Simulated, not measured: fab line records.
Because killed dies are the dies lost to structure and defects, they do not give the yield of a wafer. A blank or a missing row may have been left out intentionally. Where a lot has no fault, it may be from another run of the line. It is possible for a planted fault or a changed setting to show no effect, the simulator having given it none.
One fault through the eyes of 2 desks | flow n5 finfet | numbers are kept per desk, each desk with only its own; the story behind them comes last

METROLOGY DESK
What the gauges read for every lot (on any tool): the sampled wafers with a number, averaged. A lot is out of limits, marked OUT, if its mean lies more than 4 standard deviations from the usual mean; the brackets give that distance. It has 10 readings; the 7 that lie furthest out on some lot are the ones shown.
Columns: A = DIBL_N at N5_BEOL_M4_RC_MEAS_101, usual 36.3 mV/V; B = DIBL_P at N5_BEOL_M4_RC_MEAS_101, usual 36.0 mV/V; C = IOFF_N at N5_BEOL_M4_RC_MEAS_101, usual 0.16 nA/um; D = IOFF_P at N5_BEOL_M4_RC_MEAS_101, usual 0.21 nA/um; E = SS_N at N5_BEOL_M4_RC_MEAS_101, usual 71.5 mV/dec; F = VT_N at N5_BEOL_M4_RC_MEAS_101, usual 250 mV; G = VT_P at N5_BEOL_M4_RC_MEAS_101, usual -250 mV
lot  | first seen here | A    | B    | C    | D    | E    | F   | G
L472 | day 8 14:51     | 37.3 | 39.7 | 0.21 | 0.25 | 71.6 | 243 | -250
L480 | day 13 07:28    | 36.3 | 34.7 | 0.16 | 0.21 | 70.8 | 251 | -248
L484 | day 13 14:40    | 32.9 | 32.3 | 0.11 | 0.14 | 70.4 | 256 | -257
This desk's finding: nothing out of limits on any of the 3 lots.

THE TOOL OWNER'S DESK: rie diel-03
The tool's own readings at N5_MOL_CONTACT_COAG_ETCH_48 (etches SiOC in C4F6/O2, target depth 15 nm, overetch 4.5 nm, time 17 s): means of the sampled wafers that have a number, for each lot that ran on this tool. A lot is out of limits, marked OUT, if its mean lies more than 4 standard deviations from the usual mean; the brackets give that distance.
Columns: A = drypump motor current A at N5_MOL_CONTACT_COAG_ETCH_48, usual 5.9 A; B = oes product au at N5_MOL_CONTACT_COAG_ETCH_48, usual 0.68 a.u.; C = rf vpp V at N5_MOL_CONTACT_COAG_ETCH_48, usual 1609 V; D = showerhead plenum p Torr at N5_MOL_CONTACT_COAG_ETCH_48, usual 2.86 Torr; E = throttle valve pct at N5_MOL_CONTACT_COAG_ETCH_48, usual 40.60 %
lot  | first seen here | A   | B    | C    | D    | E
L480 | day 8 03:10     | 5.6 | 0.67 | 1591 | 2.81 | 40.55
L484 | day 9 03:28     | 5.6 | 0.67 | 1596 | 2.83 | 40.33
This desk's finding: nothing out of limits on any of the 2 lots.

TAKEN TOGETHER
Metrology desk: nothing out of limits seen.
Nothing out of limits was seen by the tool owner's desk.

WHAT WAS PUT IN BY THE SIMULATOR
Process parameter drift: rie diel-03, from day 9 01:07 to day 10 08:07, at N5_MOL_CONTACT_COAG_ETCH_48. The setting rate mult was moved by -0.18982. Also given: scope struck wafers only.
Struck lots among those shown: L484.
